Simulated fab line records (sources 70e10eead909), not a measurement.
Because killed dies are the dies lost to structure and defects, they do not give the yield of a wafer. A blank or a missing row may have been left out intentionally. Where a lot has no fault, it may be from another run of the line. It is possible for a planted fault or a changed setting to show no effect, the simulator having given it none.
fab line records	flow nand-harc
record: lots: 12	wafers: 36	last-day: 25
route steps=1159 shown P_BONDPAD@378 THIN_TSV@1118 END@1159
lots that met no fault: taken from a fault-free run of the same line
start-h: start of the lot's first displayed wafer, in hours after the record's first day	wait-h: hours from the lot's prior step to this one	" as in the row above	L1.1+2: several wafers, shown together as one row	- no value present, or no start provided	* or withheld: withheld	< > ~ a bound
route shown NAME@n: names a module that has steps shown in the file, with the first one's number in the route	usual: the fault-free wafers' mean and standard deviation	same: alike in all rows	chamber/n: place in a boat	sites: per-site readings	_std_site: standard deviation across them	_edge_site: outer sites' mean less inner sites'	radius-mm: how far each site lies from the wafer's centre	mask NAME#n: copy n	behind: tool/chamber where the wafer was last shaped	hold: reason for holding the lot/hours on hold/outcome of the hold	device: which transistor (n, p or np) failed to switch	end of line: tests of these same wafers at the route's end	a step given without rows: its recipe and nothing more	killed: at the first sort, the dies lost to defects and structure; wafer yield is something else	map: a wafer's dies, x killed, . not, _ none there
set.NAME: setting as actually run; set.NAME@STEP: the setting as run at that earlier step	model.NAME: the simulator's own value behind a step, which no gauge read
steps of the route over a sample of lots; a table a step, a row a wafer
services: from which hour (start-h, from the record's first day; less than 0 if before it) a tool's chamber was out of use, for how many hours, and why
== steps ==
step: NHARC_P_BONDPAD_ECD_18
recipe: target-thk-a: 4000	bath-temp-c: 25	material: Cu
usual: bath-temp-c: 25.00/0.099
lot.wafer	tool	chamber	start-h	wait-h	bath-temp-c
L889.3	ecd-cu-02	1	122.52	-	25.06
L889.6	"	1	"	"	25.02
L889.5	"	0	"	"	24.94
L890.2	ecd-cu-02	1	140.21	-	24.89
L890.3	"	0	"	"	24.85
L890.5	"	1	"	"	25.03
L891.2	ecd-cu-01	0	141.16	-	24.90
L891.5	"	1	"	"	25.18
L891.6	"	0	"	"	24.81
L893.2	ecd-cu-02	0	163.90	-	24.99
L893.3	"	1	"	"	24.96
L893.6	"	0	"	"	24.96
L895.2	ecd-cu-02	1	174.53	-	24.96
L895.4	"	1	"	"	25.02
L895.5	"	0	"	"	25.00
L896.1	ecd-cu-02	1	179.21	-	25.10
L896.4	"	1	"	"	24.99
L896.6	"	1	"	"	25.05
L903.2	ecd-cu-01	0	209.99	-	25.00
L903.1	"	1	"	"	25.03
L903.4	"	0	"	"	25.01
L905.1	ecd-cu-01	0	228.85	-	25.04
L905.4	"	1	"	"	24.99
L905.6	"	1	"	"	24.90
L906.2	ecd-cu-02	1	236.29	-	24.98
L906.1	"	0	"	"	24.89
L906.3	"	0	"	"	24.96
L908.1	ecd-cu-02	1	237.81	-	25.09
L908.4	"	0	"	"	24.93
L908.5	"	0	"	"	25.03
L912.1	ecd-cu-02	1	259.69	-	25.08
L912.2	"	0	"	"	25.10
L912.5	"	0	"	"	25.00
L911.1	ecd-cu-02	0	260.35	-	25.24
L911.5	"	0	"	"	25.07
L911.6	"	1	"	"	24.93
step: NHARC_THIN_TSV_DESCUM_14
recipe: time-s: 3	o2-flow-sccm: 200	ar-flow-sccm: 0	bias-power-w: 0	chemistry: O2
usual: drypump-motor-current-A: 6.1/0.41	oes-product-au: 1.002/0.0082	rf-vpp-V: 57.8/0.97	showerhead-plenum-p-Torr: 1.95/0.076	throttle-valve-pct: 11.310/0.0098
same: time-s: 3
lot.wafer	tool	chamber	start-h	wait-h	drypump-motor-current-A	oes-product-au	rf-hours-counter-h	rf-vpp-V	showerhead-plenum-p-Torr	throttle-valve-pct
L889.3	rie-diel-02	3	426.96	-	5.7	1.003	6	58.1	1.90	11.287
L889.6	"	3	"	"	5.7	1.005	-	56.6	1.90	11.297
L889.5	"	0	"	"	6.4	1.003	-	57.8	2.06	11.299
L890.3	rie-diel-09	1	429.43	-	6.5	0.992	19	56.6	2.00	11.314
L890.2	"	0	"	"	5.3	0.986	20	56.1	1.80	11.324
L890.5	"	2	"	"	5.8	0.992	-	57.2	1.86	11.313
L891.2	rie-diel-11	3	434.31	-	6.4	1.009	4	57.5	1.93	11.320
L891.5	"	2	"	"	5.8	1.008	-	55.3	1.85	11.293
L891.6	"	3	"	"	6.4	1.016	-	57.1	1.93	11.302
L893.3	rie-diel-02	2	450.41	-	6.2	0.992	-	57.0	1.98	11.324
L893.6	"	2	"	"	6.2	0.995	-	58.7	1.98	11.305
L896.6	rie-diel-02	1	479.71	-	6.7	0.991	-	57.9	1.93	11.307
L895.5	rie-diel-11	1	482.14	-	5.5	0.998	-	58.0	2.02	11.320
L903.4	rie-diel-02	0	501.62	-	6.3	1.015	11	57.7	2.06	11.309
L903.2	"	1	"	"	6.7	1.003	10	58.9	1.93	11.316
L903.1	"	2	"	"	6.2	0.998	11	57.2	1.98	11.310
L905.1	rie-diel-11	3	513.37	-	6.4	1.006	9	57.0	1.93	11.312
L905.4	"	2	"	"	5.8	1.003	9	57.6	1.85	11.284
L905.6	"	3	"	"	6.4	1.006	-	57.1	1.93	11.309
L908.1	rie-diel-09	0	536.62	-	5.3	1.002	12	56.1	1.79	11.289
L908.4	"	2	"	"	5.7	0.999	10	58.0	1.86	11.290
L908.5	"	3	"	"	6.3	1.009	-	56.9	2.01	11.297
L906.1	rie-diel-09	0	540.73	-	5.3	1.009	12	56.1	1.79	11.296
L906.2	"	1	"	"	6.5	0.999	12	57.9	2.00	11.298
L906.3	"	2	"	"	5.8	1.000	10	59.4	1.86	11.323
L912.1	rie-diel-02	2	551.46	-	6.2	1.005	3	58.8	1.98	11.309
L912.2	"	1	"	"	6.7	1.009	3	60.1	1.93	11.303
L912.5	"	3	"	"	5.7	1.000	-	58.6	1.89	11.299
L911.1	rie-diel-02	2	570.02	-	6.2	1.005	4	58.8	1.98	11.302
L911.5	"	1	"	"	6.7	1.013	-	55.8	1.93	11.330
L911.6	"	2	"	"	6.2	1.006	-	58.0	1.98	11.309
step: NHARC_THIN_TSV_PVD_51
recipe: target-thk-a: 1000	chamber-pressure-pa: 5	material: Cu
usual: throttle-valve-pct: 29.9/0.88
lot.wafer	tool	chamber	start-h	wait-h	throttle-valve-pct
L889.3	pvd-sputter-01	-	-	-	30.5
L889.5	"	-	"	"	29.5
L889.6	"	-	"	"	29.1
L890.2	pvd-sputter-01	-	-	-	30.5
L890.3	"	-	"	"	29.4
L890.5	"	-	"	"	29.1
L891.2	pvd-sputter-01	-	-	-	29.3
L891.5	"	-	"	"	29.5
L891.6	"	-	"	"	29.5
L893.3	pvd-sputter-02	-	-	-	29.6
L893.6	"	-	"	"	30.2
L896.6	pvd-sputter-01	-	-	-	30.9
L895.5	pvd-sputter-01	-	-	-	29.3
L903.4	pvd-sputter-02	-	-	-	30.0
L903.1	"	-	"	"	29.5
L903.2	"	-	"	"	29.9
L905.4	pvd-sputter-02	-	-	-	29.6
L905.1	"	-	"	"	30.1
L905.6	"	-	"	"	28.4
L908.1	pvd-sputter-01	-	-	-	29.9
L908.4	"	-	"	"	29.9
L908.5	"	-	"	"	29.9
L906.3	pvd-sputter-02	-	-	-	28.7
L906.1	"	-	"	"	29.9
L906.2	"	-	"	"	30.2
L912.1	pvd-sputter-03	-	-	-	30.0
L912.2	"	-	"	"	31.2
L912.5	"	-	"	"	29.9
L911.1	pvd-sputter-03	-	-	-	29.8
L911.5	"	-	"	"	29.7
L911.6	"	-	"	"	31.2
step: NHARC_THIN_TSV_INSPECT_40
usual: raw-defect-count: 491/82
lot.wafer	tool	chamber	start-h	wait-h	raw-defect-count
L889.3	defect-inspect-01	-	437.93	0.4	453
L889.5	"	-	"	"	538
L889.6	"	-	"	"	546
L890.2	defect-inspect-02	-	441.33	0.4	503
L890.3	"	-	"	"	354
L890.5	"	-	"	"	399
L891.2	defect-inspect-01	-	447.79	0.4	507
L891.5	"	-	"	"	477
L891.6	"	-	"	"	456
L893.3	defect-inspect-01	-	463.92	0.4	652
L893.6	"	-	"	"	484
L896.6	defect-inspect-01	-	491.73	0.4	448
L895.5	defect-inspect-01	-	491.73	0.4	502
L903.1	defect-inspect-02	-	514.45	0.4	670
L903.2	"	-	"	"	641
L903.4	"	-	"	"	500
L905.1	defect-inspect-01	-	526.32	0.4	404
L905.4	"	-	"	"	380
L905.6	"	-	"	"	365
L908.1	defect-inspect-02	-	548.87	0.4	555
L908.4	"	-	"	"	439
L908.5	"	-	"	"	478
L906.1	defect-inspect-02	-	553.70	0.4	513
L906.2	"	-	"	"	376
L906.3	"	-	"	"	459
L912.1	defect-inspect-02	-	561.67	0.4	485
L912.2	"	-	"	"	435
L912.5	"	-	"	"	412
L911.1	defect-inspect-02	-	581.70	0.4	637
L911.5	"	-	"	"	688
L911.6	"	-	"	"	588
step: NHARC_END_SORT_01
recipe: temp-c: 25
usual: defect-limited-yield: 95.2/1.4	killed-at-array: 28/8.9	killed-at-other: 0.8/1.2	killed-at-periphery: 3.3/2.3	killed-dies: 32/9.4	killed-open: 3.2/1.8	killed-short: 1.9/1.4	sort_bin_2_pct: 1.4/0.56	sort_bin_3_pct: 0.26/0.21	sort_bin_4_pct: 3.1/1	sort-n-pass: 645/9.4	sort-rim-yield-pct: 95.7/2.4	sort-yield-pct: 95.2/1.4
same: gross-dies: 677	sort_bin_5_pct[%]: 0	sort_bin_6_pct[%]: 0	sort_bin_7_pct[%]: 0	sort_bin_8_pct[%]: 0	sort-rim-n-gross: 106.00
lot.wafer	tool	chamber	start-h	wait-h	hold	defect-limited-yield[%]	killed-at-array	killed-at-other	killed-at-periphery	killed-dies	killed-open	killed-short	sort_bin_2_pct[%]	sort_bin_3_pct[%]	sort_bin_4_pct[%]	sort-n-pass	sort-rim-yield-pct[%]	sort-yield-pct[%]
L890.2	prober-02	0	449.58	2.8	-	97.9	11	0	3	14	4	3	0.6	0.15	1.3	663	98.1	97.9
L890.3	prober-02	0	450.40	3.1	-	98.4	10	0	1	11	1	2	0.4	0.15	1.0	666	97.2	98.4
L890.5	prober-02	0	452.04	3.8	-	97.5	16	0	1	17	1	5	0.7	0.30	1.5	660	94.3	97.5
L889.3	prober-01	0	450.35	3.1	-	96.9	19	1	1	21	3	0	0.7	0.30	2.1	656	96.2	96.9
L889.5	prober-01	0	451.94	3.7	-	96.5	19	0	5	24	3	0	0.7	0.15	2.7	653	97.2	96.5
L889.6	prober-01	0	452.74	4.0	-	96.5	19	0	5	24	4	1	1.5	0.15	1.9	653	95.3	96.5
L891.2	prober-02	0	457.44	2.8	-	96.5	17	1	6	24	8	5	0.9	0	2.7	653	93.4	96.5
L891.5	prober-02	0	459.83	3.7	-	97.6	14	0	2	16	3	1	0.6	0.30	1.5	661	98.1	97.6
L891.6	prober-02	0	460.63	4.0	-	97.6	14	0	2	16	1	1	0.4	0	1.9	661	100.0	97.6
L893.2	prober-02	0	467.78	2.8	await-dispo/5.6h/release	0	19	0	658	677	2	2	97.6	0	2.4	0	0	0
L893.3	prober-02	0	468.59	3.1	await-dispo/5.6h/release	95.0	26	1	7	34	1	1	2.1	0.44	2.5	643	94.3	95.0
L893.6	prober-02	0	471.02	4.0	await-dispo/5.6h/release	95.9	20	0	8	28	4	2	2.4	0.30	1.5	649	98.1	95.9
L896.1	prober-02	0	494.77	2.5	await-dispo/8.0h/release	0	23	0	654	677	2	5	97.5	0.15	2.4	0	0	0
L896.4	prober-02	0	497.17	3.4	await-dispo/8.0h/release	0.1	28	0	648	676	5	2	96.5	0.15	3.2	1	0.9	0.1
L896.6	prober-02	0	498.78	4.0	await-dispo/8.0h/release	97.0	17	0	3	20	5	0	0.9	0.15	1.9	657	96.2	97.0
L895.2	prober-02	0	503.40	2.8	await-dispo/4.0h/release	0	31	0	646	677	4	0	96.5	0.15	3.4	0	0	0
L895.4	prober-02	0	505.02	3.4	await-dispo/4.0h/release	0	48	0	629	677	3	1	95.0	0.44	4.6	0	0	0
L895.5	prober-02	0	505.83	3.7	await-dispo/4.0h/release	94.1	38	0	2	40	3	2	1.8	0.30	3.8	637	96.2	94.1
L903.1	prober-01	0	517.53	2.5	-	94.7	35	0	1	36	4	3	1.8	0.44	3.1	641	95.3	94.7
L903.2	prober-01	0	518.32	2.8	-	95.6	24	2	4	30	5	2	1.3	0.44	2.7	647	96.2	95.6
L903.4	prober-01	0	519.91	3.4	-	94.7	33	1	2	36	4	5	1.8	0.30	3.2	641	99.1	94.7
L905.1	prober-01	0	533.03	2.5	-	92.9	35	4	9	48	5	0	2.2	0	4.9	629	91.5	92.9
L905.4	prober-01	0	535.45	3.4	-	93.6	32	3	8	43	3	2	1.8	0.44	4.1	634	94.3	93.6
L905.6	prober-01	0	537.07	4.0	-	94.4	26	5	7	38	1	3	0.9	0.30	4.4	639	90.6	94.4
L908.1	prober-01	0	551.93	2.5	-	94.8	30	0	5	35	4	2	1.3	0	3.8	642	96.2	94.8
L908.4	prober-01	0	554.33	3.4	-	96.9	15	1	5	21	3	2	1.0	0	2.1	656	100.0	96.9
L908.5	prober-01	0	555.12	3.7	-	97.9	14	0	0	14	2	2	0.3	0.15	1.6	663	98.1	97.9
L906.1	prober-02	0	556.73	2.5	-	94.4	28	0	10	38	1	2	1.3	0.30	4.0	639	92.5	94.4
L906.2	prober-02	0	557.53	2.8	-	94.5	35	0	2	37	5	0	1.3	0.30	3.8	640	98.1	94.5
L906.3	prober-02	0	558.34	3.1	-	94.7	32	0	4	36	3	0	1.8	0.15	3.4	641	94.3	94.7
L912.1	prober-01	0	567.48	2.5	-	95.7	26	0	3	29	5	0	1.2	0.30	2.8	648	93.4	95.7
L912.2	prober-01	0	568.28	2.8	-	95.3	30	0	2	32	4	1	1.6	0.59	2.5	645	97.2	95.3
L912.5	prober-01	0	570.66	3.7	-	95.4	29	0	2	31	1	5	1.3	0.30	3.0	646	98.1	95.4
L911.1	prober-01	0	584.78	2.5	-	96.2	22	0	4	26	4	3	0.4	0.30	3.1	651	100.0	96.2
L911.5	prober-01	0	588.02	3.7	-	96.5	19	0	5	24	3	3	0.9	0	2.7	653	97.2	96.5
L911.6	prober-01	0	588.83	4.1	-	95.6	23	1	6	30	1	2	1.0	0.15	3.2	647	94.3	95.6
killed by level:class
L890.2 P_CONTACT:geometric-particle:open=2 A_CHANNEL_HOLE_D1:chamber-film-flake=2 A_SLIT:unspecified=2 P_M0:geometric-particle:short=1 A_WL_FILL:geometric-particle:short=1 A_CONTACT:geometric-particle:open=1 A_BLC:geometric-particle:open=1 A_M0:geometric-particle:short=1
L889.3 A_SLIT:chamber-film-flake=10 A_CHANNEL_FILL_D1:chamber-film-flake=2 A_CHANNEL_HOLE_D1:geometric-particle:open=1 A_CHANNEL_FILL_D1:geometric-particle:open=1 A_BLC:geometric-particle:open=1 P_STI:chamber-film-flake=1 A_CHANNEL_HOLE_D1:chamber-film-flake=1 A_WL_FILL:chamber-film-flake=1
L890.3 A_CHANNEL_HOLE_D1:chamber-film-flake=3 A_SLIT:chamber-film-flake=2 A_ONON_D1:geometric-particle:short=1 A_WL_FILL:geometric-particle:short=1 A_CONTACT:geometric-particle:open=1 P_ZERO_WELL:chamber-film-flake=1 A_STAIRCASE:chamber-film-flake=1 A_SLIT:unspecified=1
L889.5 A_SLIT:chamber-film-flake=13 A_CHANNEL_FILL_D1:chamber-film-flake=3 A_WL_FILL:chamber-film-flake=3 P_CONTACT:geometric-particle:open=2 P_M1:geometric-particle:open=1 P_STI:chamber-film-flake=1 P_M1:chamber-film-flake=1
L890.5 A_STAIRCASE:chamber-film-flake=4 A_WL_FILL:geometric-particle:short=3 A_CHANNEL_FILL_D1:chamber-film-flake=3 P_CONTACT:geometric-particle:short=1 A_ONON_D1:geometric-particle:open=1 A_SLIT:geometric-particle:short=1 A_CHANNEL_HOLE_D1:chamber-film-flake=1 A_SLIT:unspecified=1
L889.6 A_SLIT:chamber-film-flake=10 P_M1:chamber-film-flake=2 A_CONTACT:chamber-film-flake=2 P_M0:geometric-particle:open=1 A_CHANNEL_FILL_D1:geometric-particle:open=1 A_CONTACT:geometric-particle:open=1 A_CONTACT:geometric-particle:short=1 A_M0:geometric-particle:open=1
L891.2 A_STAIRCASE:chamber-film-flake=3 A_CONTACT:geometric-particle:open=2 A_BLC:geometric-particle:short=2 A_CHANNEL_HOLE_D1:chamber-film-flake=2 P_CONTACT:geometric-particle:open=1 P_M0:geometric-particle:open=1 P_M0:geometric-particle:short=1 A_CHANNEL_FILL_D1:geometric-particle:short=1
L891.5 A_STAIRCASE:chamber-film-flake=3 A_CONTACT:chamber-film-flake=3 P_GATE:chamber-film-flake=2 A_BONDPAD:chamber-film-flake=2 A_SOURCE_PLATE:geometric-particle:open=1 A_SGD_CUT:geometric-particle:short=1 A_CONTACT:geometric-particle:open=1 A_BLC:geometric-particle:open=1
L891.6 A_CONTACT:chamber-film-flake=5 A_BONDPAD:chamber-film-flake=3 A_CHANNEL_HOLE_D1:chamber-film-flake=2 A_STAIRCASE:chamber-film-flake=2 P_CONTACT:geometric-particle:open=1 A_WL_FILL:geometric-particle:short=1 P_GATE:chamber-film-flake=1 A_SLIT:chamber-film-flake=1
L893.2 P_BONDPAD:area-ecd=654 A_CHANNEL_HOLE_D1:chamber-film-flake=10 A_ZERO_WELL:chamber-film-flake=4 A_STAIRCASE:chamber-film-flake=3 P_GATE:chamber-film-flake=2 P_GATE:geometric-particle:open=1 P_M0:geometric-particle:short=1 A_WL_FILL:geometric-particle:short=1
L893.3 A_CHANNEL_HOLE_D1:chamber-film-flake=17 A_ZERO_WELL:chamber-film-flake=4 P_GATE:chamber-film-flake=3 A_STAIRCASE:chamber-film-flake=2 P_CONTACT:geometric-particle:open=1 P_M1:geometric-particle:short=1 P_ZERO_WELL:chamber-film-flake=1 P_BONDPAD:chamber-film-flake=1
L893.6 A_CHANNEL_HOLE_D1:chamber-film-flake=15 P_GATE:chamber-film-flake=4 P_GATE:geometric-particle:open=1 P_CONTACT:geometric-particle:open=1 A_CHANNEL_FILL_D1:geometric-particle:short=1 A_SGD_CUT:geometric-particle:open=1 A_CONTACT:geometric-particle:open=1 A_M1:geometric-particle:short=1
L896.1 P_BONDPAD:area-ecd=650 A_CHANNEL_HOLE_D1:chamber-film-flake=17 P_GATE:geometric-particle:short=1 P_CONTACT:geometric-particle:open=1 A_ONON_D1:geometric-particle:short=1 A_CHANNEL_HOLE_D1:geometric-particle:short=1 A_CHANNEL_FILL_D1:geometric-particle:short=1 A_WL_FILL:geometric-particle:short=1
L896.4 P_BONDPAD:area-ecd=641 A_CHANNEL_HOLE_D1:chamber-film-flake=17 A_STAIRCASE:chamber-film-flake=3 P_CONTACT:geometric-particle:short=2 A_CONTACT:geometric-particle:open=2 A_CONTACT:chamber-film-flake=2 P_M0:geometric-particle:open=1 A_ONON_D1:geometric-particle:open=1
L896.6 A_CHANNEL_HOLE_D1:chamber-film-flake=10 P_STI:geometric-particle:open=1 A_CHANNEL_HOLE_D1:geometric-particle:open=1 A_CHANNEL_FILL_D1:geometric-particle:open=1 A_WL_FILL:geometric-particle:open=1 A_CONTACT:geometric-particle:open=1 P_ZERO_WELL:chamber-film-flake=1 P_M0:chamber-film-flake=1
L895.2 P_BONDPAD:area-ecd=642 A_SLIT:chamber-film-flake=13 A_CHANNEL_HOLE_D1:chamber-film-flake=12 A_CONTACT:geometric-particle:open=2 A_STAIRCASE:chamber-film-flake=2 P_M0:geometric-particle:open=1 A_WL_FILL:geometric-particle:open=1 P_ZERO_WELL:chamber-film-flake=1
L895.4 P_BONDPAD:area-ecd=628 A_CHANNEL_HOLE_D1:chamber-film-flake=21 A_SLIT:chamber-film-flake=14 A_STAIRCASE:chamber-film-flake=3 A_CONTACT:chamber-film-flake=3 A_WL_FILL:chamber-film-flake=2 A_SOURCE_PLATE:geometric-particle:open=1 A_SGD_CUT:geometric-particle:open=1
L895.5 A_CHANNEL_HOLE_D1:chamber-film-flake=18 A_SLIT:chamber-film-flake=11 A_CONTACT:chamber-film-flake=3 P_M0:geometric-particle:open=2 A_WL_FILL:geometric-particle:short=2 A_CONTACT:geometric-particle:open=1 A_ZERO_WELL:chamber-film-flake=1 A_CHANNEL_FILL_D1:chamber-film-flake=1
L903.1 A_CHANNEL_HOLE_D1:chamber-film-flake=19 A_STAIRCASE:chamber-film-flake=6 A_CONTACT:chamber-film-flake=3 A_ONON_D1:geometric-particle:short=2 A_CONTACT:geometric-particle:open=2 A_SOURCE_PLATE:geometric-particle:open=1 A_CHANNEL_FILL_D1:geometric-particle:short=1 A_STAIRCASE:geometric-particle:open=1
L903.2 A_CHANNEL_HOLE_D1:chamber-film-flake=12 A_STAIRCASE:chamber-film-flake=3 A_CHANNEL_FILL_D1:geometric-particle:open=2 A_CONTACT:chamber-film-flake=2 THIN_TSV:chamber-film-flake=2 P_CONTACT:geometric-particle:short=1 P_CONTACT:geometric-particle:open=1 A_SOURCE_PLATE:geometric-particle:open=1
L903.4 A_CHANNEL_HOLE_D1:chamber-film-flake=21 A_STAIRCASE:chamber-film-flake=5 A_ONON_D1:geometric-particle:open=2 A_CHANNEL_FILL_D1:geometric-particle:short=2 P_CONTACT:geometric-particle:short=1 A_CHANNEL_HOLE_D1:geometric-particle:open=1 A_WL_FILL:geometric-particle:short=1 A_WL_FILL:geometric-particle:open=1
L905.1 A_CHANNEL_HOLE_D1:chamber-film-flake=25 P_GATE:chamber-film-flake=6 THIN_TSV:chamber-film-flake=4 A_CONTACT:geometric-particle:open=3 A_CONTACT:chamber-film-flake=3 P_ZERO_WELL:chamber-film-flake=2 A_SOURCE_PLATE:geometric-particle:open=1 A_M0:geometric-particle:open=1
L905.4 A_CHANNEL_HOLE_D1:chamber-film-flake=17 P_GATE:chamber-film-flake=7 A_STAIRCASE:chamber-film-flake=7 A_CONTACT:chamber-film-flake=4 THIN_TSV:chamber-film-flake=3 P_ZERO_WELL:geometric-particle:open=1 A_CHANNEL_HOLE_D1:geometric-particle:short=1 A_CHANNEL_FILL_D1:geometric-particle:open=1
L905.6 A_CHANNEL_HOLE_D1:chamber-film-flake=17 P_GATE:chamber-film-flake=6 THIN_TSV:chamber-film-flake=5 A_STAIRCASE:chamber-film-flake=4 A_CONTACT:chamber-film-flake=2 P_M0:geometric-particle:short=1 A_CONTACT:geometric-particle:short=1 A_CONTACT:geometric-particle:open=1
L908.1 A_CHANNEL_HOLE_D1:chamber-film-flake=10 A_CONTACT:chamber-film-flake=10 A_STAIRCASE:chamber-film-flake=5 A_WL_FILL:geometric-particle:short=2 P_GATE:chamber-film-flake=2 P_M1:chamber-film-flake=2 P_CONTACT:geometric-particle:open=1 A_ONON_D1:geometric-particle:open=1
L908.4 A_CHANNEL_HOLE_D1:chamber-film-flake=6 A_CONTACT:chamber-film-flake=4 P_STI:chamber-film-flake=2 A_STAIRCASE:chamber-film-flake=2 P_CONTACT:geometric-particle:short=1 P_M0:geometric-particle:open=1 A_SOURCE_PLATE:geometric-particle:open=1 A_CONTACT:geometric-particle:open=1
L908.5 A_CHANNEL_HOLE_D1:chamber-film-flake=4 A_STAIRCASE:chamber-film-flake=3 A_CONTACT:chamber-film-flake=3 A_SOURCE_PLATE:geometric-particle:short=1 A_CHANNEL_FILL_D1:geometric-particle:short=1 A_SGD_CUT:geometric-particle:open=1 A_CONTACT:geometric-particle:open=1
L906.1 A_CHANNEL_HOLE_D1:chamber-film-flake=20 P_GATE:chamber-film-flake=6 A_CONTACT:chamber-film-flake=5 A_STAIRCASE:chamber-film-flake=2 P_CONTACT:geometric-particle:short=1 P_M0:geometric-particle:short=1 A_CONTACT:geometric-particle:open=1 P_M1:chamber-film-flake=1
L906.2 A_CHANNEL_HOLE_D1:chamber-film-flake=17 A_CONTACT:chamber-film-flake=9 A_STAIRCASE:chamber-film-flake=4 A_M0:geometric-particle:open=2 P_M1:chamber-film-flake=2 A_CHANNEL_HOLE_D1:geometric-particle:open=1 A_CHANNEL_FILL_D1:geometric-particle:open=1 A_SGD_CUT:geometric-particle:open=1
L906.3 A_CHANNEL_HOLE_D1:chamber-film-flake=15 A_CONTACT:chamber-film-flake=11 P_M1:chamber-film-flake=2 A_STAIRCASE:chamber-film-flake=2 P_GATE:geometric-particle:open=1 A_BLC:geometric-particle:open=1 A_M0:geometric-particle:open=1 P_ZERO_WELL:chamber-film-flake=1
L912.1 A_SLIT:chamber-film-flake=14 A_CHANNEL_HOLE_D1:chamber-film-flake=6 A_CONTACT:geometric-particle:open=2 P_GATE:geometric-particle:open=1 A_ONON_D1:geometric-particle:open=1 A_CHANNEL_FILL_D1:geometric-particle:open=1 P_GATE:chamber-film-flake=1 P_BONDPAD:chamber-film-flake=1
L912.2 A_SLIT:chamber-film-flake=18 A_CHANNEL_HOLE_D1:chamber-film-flake=3 A_CONTACT:geometric-particle:open=2 A_CHANNEL_FILL_D1:chamber-film-flake=2 A_WL_FILL:geometric-particle:open=1 A_BLC:geometric-particle:short=1 A_M0:geometric-particle:open=1 P_GATE:chamber-film-flake=1
L912.5 A_SLIT:chamber-film-flake=16 A_CHANNEL_HOLE_D1:chamber-film-flake=4 A_CONTACT:chamber-film-flake=3 P_STI:geometric-particle:short=1 A_ONON_D1:geometric-particle:short=1 A_ONON_D1:geometric-particle:open=1 A_CHANNEL_FILL_D1:geometric-particle:short=1 A_CONTACT:geometric-particle:short=1
L911.1 A_CHANNEL_HOLE_D1:chamber-film-flake=6 A_SGD_CUT:chamber-film-flake=5 A_CONTACT:chamber-film-flake=4 A_CONTACT:geometric-particle:open=2 P_STI:chamber-film-flake=2 P_CONTACT:geometric-particle:open=1 P_M0:geometric-particle:short=1 A_SGD_CUT:geometric-particle:short=1
L911.5 A_CHANNEL_HOLE_D1:chamber-film-flake=7 P_ZERO_WELL:chamber-film-flake=3 A_WL_FILL:geometric-particle:short=2 A_M0:geometric-particle:open=2 A_SGD_CUT:chamber-film-flake=2 A_CONTACT:chamber-film-flake=2 A_SGD_CUT:geometric-particle:short=1 A_CONTACT:geometric-particle:open=1
L911.6 A_CHANNEL_HOLE_D1:chamber-film-flake=12 P_STI:chamber-film-flake=3 A_CONTACT:chamber-film-flake=3 P_ZERO_WELL:chamber-film-flake=2 A_SGD_CUT:chamber-film-flake=2 A_CHANNEL_FILL_D1:geometric-particle:short=1 A_WL_FILL:geometric-particle:open=1 A_M0:geometric-particle:short=1
== services ==
tool	chamber	start-h	hours	kind
pvd-sputter-01	-	98.71	6.3	repair
rie-diel-02	-	150.70	9.0	pm
pvd-sputter-01	-	158.01	10.0	pm
ecd-cu-02	-	180.00	8.0	pm
rie-diel-02	1	202.69	7.0	repair
ecd-cu-02	-	237.12	0.4	repair
pvd-sputter-01	-	251.84	2.1	repair
rie-diel-02	0	252.50	6.4	repair
ecd-cu-02	-	314.16	1.4	repair
rie-diel-02	-	327.70	9.0	pm
pvd-sputter-01	-	336.01	10.0	pm
ecd-cu-02	-	356.00	8.0	pm
rie-diel-02	1	364.55	9.2	repair
rie-diel-02	0	370.83	3.7	repair
pvd-sputter-01	-	378.20	1.3	repair
rie-diel-02	2	383.72	14.0	repair
rie-diel-02	1	410.57	7.7	repair
ecd-cu-02	-	429.79	0.5	repair
rie-diel-02	1	448.72	12.5	repair
rie-diel-02	0	448.92	6.9	repair
rie-diel-02	-	504.70	9.0	pm
ecd-cu-02	-	532.08	8.0	pm
rie-diel-02	1	561.37	7.1	repair
rie-diel-02	3	564.15	1.7	repair
== key ==
first-sign: step: NHARC_END_SORT_01	reading: killed-at-periphery	direction: up	sigmas: 99+	usual: 3.3	struck: 647
effect: step: NHARC_END_SORT_01	reading: sort_bin_2_pct	direction: up	sigmas: 99+	usual: 1.4	struck: 96.6
more-kills-born-at: NHARC_P_BONDPAD_ECD_18@ecd-cu-02: 3215
met-at NHARC_P_BONDPAD_ECD_18
struck-lots L893,L895,L896
struck-wafers L893.2,L895.2,L895.4,L896.1,L896.4
later-rows-left-out L893.2,L895.2,L895.4,L896.1,L896.4
not-acting-at NHARC_THIN_TSV_DESCUM_14,NHARC_THIN_TSV_PVD_51,NHARC_THIN_TSV_INSPECT_40
onset-between 140.21 163.90
fault: kind: process-parameter-drift	tool: ecd-cu-02	chamber: -	onset-h: 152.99	steps: NHARC_P_BONDPAD_ECD_18	channel: target-thk-a	offset: *	shape: step	end-h: 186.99	scope: struck-wafers-only	acts-in: *	stated: *
later-rows-left-out: the simulator's readings of these wafers behind a module that went badly wrong aren't trusted and aren't shown, but for the sort
